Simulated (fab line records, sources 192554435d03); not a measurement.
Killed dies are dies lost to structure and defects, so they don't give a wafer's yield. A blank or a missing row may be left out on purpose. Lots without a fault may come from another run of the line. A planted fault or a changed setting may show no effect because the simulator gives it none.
Split-lot experiment | flow n5_finfet | 7 lots, 39 wafers read, on a route of 1938 steps

THE SPLIT
At N5_BEOL_M7_ILD_DEP_00 (deposits SiCOH lowk from DEMS/porogen, target thk 179.75 nm, time 33.4 s), the setting time_s was moved away from the recipe's 33.4 s on 15 of the 39 wafers read, by -46.9% to +43.3%. The other wafers ran this setting at the recipe's value.

FROM THE SPLIT TO THE READING: what the file shows between them, 1 step
- N5_BEOL_M7_CURE_74: cures SiCOH lowk, time 240 s

THE READING
M7_ILD_THK, in nm, at N5_BEOL_M7_THK_MEAS_01. Fault-free wafers of this fab line usually give 154.5 nm, standard deviation 2.3 nm.

wafer  | tool, chamber at the split | time_s as run, s | against the recipe | M7_ILD_THK, nm | against lot-mates on the recipe
L076.1 | pecvd-03, 2,0              | 33.4             | recipe             | 151.5          | -
L076.2 | pecvd-03, 2,0              | 33.4             | recipe             | 151.8          | -
L076.4 | pecvd-03, 1                | 33.4             | recipe             | 152.2          | -
L077.1 | pecvd-03, 0,1              | 33.4             | recipe             | 153.3          | -
L077.2 | pecvd-03, 2                | 33.4             | recipe             | 155.7          | -
L077.3 | pecvd-03, 0,1              | 33.4             | recipe             | 153.3          | -
L077.4 | pecvd-03, 2                | 47.87            | +43.3%             | 224.8          | +70.7
L077.5 | pecvd-03, 0                | 47.87            | +43.3%             | 220.9          | +66.8
L077.6 | pecvd-03, 1                | 47.87            | +43.3%             | 222.1          | +68.0
L080.1 | pecvd-04, 1                | 33.4             | recipe             | 156.7          | -
L080.2 | pecvd-04, 2,0              | 33.4             | recipe             | 154.3          | -
L080.3 | pecvd-04, 2,0              | 33.4             | recipe             | 154.3          | -
L080.4 | pecvd-04, 2                | 33.4             | recipe             | 158.0          | -
L080.5 | pecvd-04, 1                | 33.4             | recipe             | 159.4          | -
L080.6 | pecvd-04, 0                | 33.4             | recipe             | 154.6          | -
L082.1 | pecvd-03, 0                | 33.4             | recipe             | 149.7          | -
L082.2 | pecvd-03, 1                | 33.4             | recipe             | 153.6          | -
L082.3 | pecvd-03, 2                | 22.58            | -32.4%             | 104.4          | -48.1
L082.4 | pecvd-03, 0                | 22.58            | -32.4%             | 103.9          | -48.6
L082.5 | pecvd-03, 1                | 33.4             | recipe             | 154.2          | -
L082.6 | pecvd-03, 2                | 22.58            | -32.4%             | 104.5          | -48.0
L084.1 | pecvd-04, 0                | 17.74            | -46.9%             | 81.1           | -73.9
L084.2 | pecvd-04, 1                | 33.4             | recipe             | 154.4          | -
L084.3 | pecvd-04, 2                | 17.74            | -46.9%             | 82.0           | -73.0
L084.4 | pecvd-04, 1                | 17.74            | -46.9%             | 84.1           | -70.9
L084.5 | pecvd-04, 2                | 33.4             | recipe             | 155.8          | -
L084.6 | pecvd-04, 0                | 33.4             | recipe             | 154.7          | -
L093.1 | pecvd-04, 2                | 20.84            | -37.6%             | 97.4           | -58.3
L093.2 | pecvd-04, 0                | 20.84            | -37.6%             | 96.0           | -59.7
L093.3 | pecvd-04, 1                | 33.4             | recipe             | 154.7          | -
L093.4 | pecvd-04, 2                | 33.4             | recipe             | 156.6          | -
L093.5 | pecvd-04, 1                | 20.84            | -37.6%             | 101.2          | -54.5
L093.6 | pecvd-04, 0                | 33.4             | recipe             | 155.7          | -
L095.1 | pecvd-03, 1                | 33.4             | recipe             | 155.0          | -
L095.2 | pecvd-03, 0                | 23.95            | -28.3%             | 111.2          | -45.2
L095.3 | pecvd-03, 2                | 33.4             | recipe             | 155.7          | -
L095.4 | pecvd-03, 2                | 33.4             | recipe             | 158.6          | -
L095.5 | pecvd-03, 0                | 23.95            | -28.3%             | 112.4          | -44.0
L095.6 | pecvd-03, 1                | 23.95            | -28.3%             | 114.1          | -42.3
Where a row lists several chambers, the file gives one row for several wafers and doesn't say which wafer went through which chamber.

THE FIT
A straight line over all 39 wafers: M7_ILD_THK changes by +1.54 nm for each +1% of time_s; r = +1.00; the points scatter about the line by 2.1 nm.
The same after taking each lot's own level away (the mean of its wafers on the recipe; 39 wafers): +1.55 nm for each +1%; r = +1.00; scatter 1.6 nm.
On that fit, the largest move of time_s shifts the reading by 73 nm.
The lots' own levels span 151.83 to 156.43 nm, that is 2.0 times the standard deviation above.
So the lot-to-lot level changes the slope little: the two slopes agree.
Check: with one of the wafers moved furthest among these (-46.9%) left out of the fit, the line predicts -72.1 nm for it against its lot-mates. It came out at -73.9 nm against them.

THE WHOLE CHAIN: every reading that the file lists as answering this split, in the file's order
step                   | what it does                                                             | reading                                                                                  | change (the file's fit)              | r (the file's)
N5_BEOL_M7_ILD_DEP_00  | deposits SiCOH lowk from DEMS/porogen, target thk 179.75 nm, time 33.4 s | SiCOH_lowk_of_BEOL_M7_ILD_DEP_00.thk_nm (the simulator's own value, which no gauge read) | +1.78 nm for each +1% of the setting | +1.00
N5_BEOL_M7_CURE_74     | cures SiCOH lowk, time 240 s                                             | SiCOH_lowk_of_BEOL_M7_ILD_DEP_00.thk_nm (the simulator's own value, which no gauge read) | +1.55 nm for each +1% of the setting | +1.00
N5_BEOL_M7_THK_MEAS_01 |                                                                          | M7_ILD_THK                                                                               | +1.54 for each +1% of the setting    | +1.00

THE FILE'S OWN FIT
M7_ILD_THK changes by +1.54 nm for each +1% of time_s, r = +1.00.
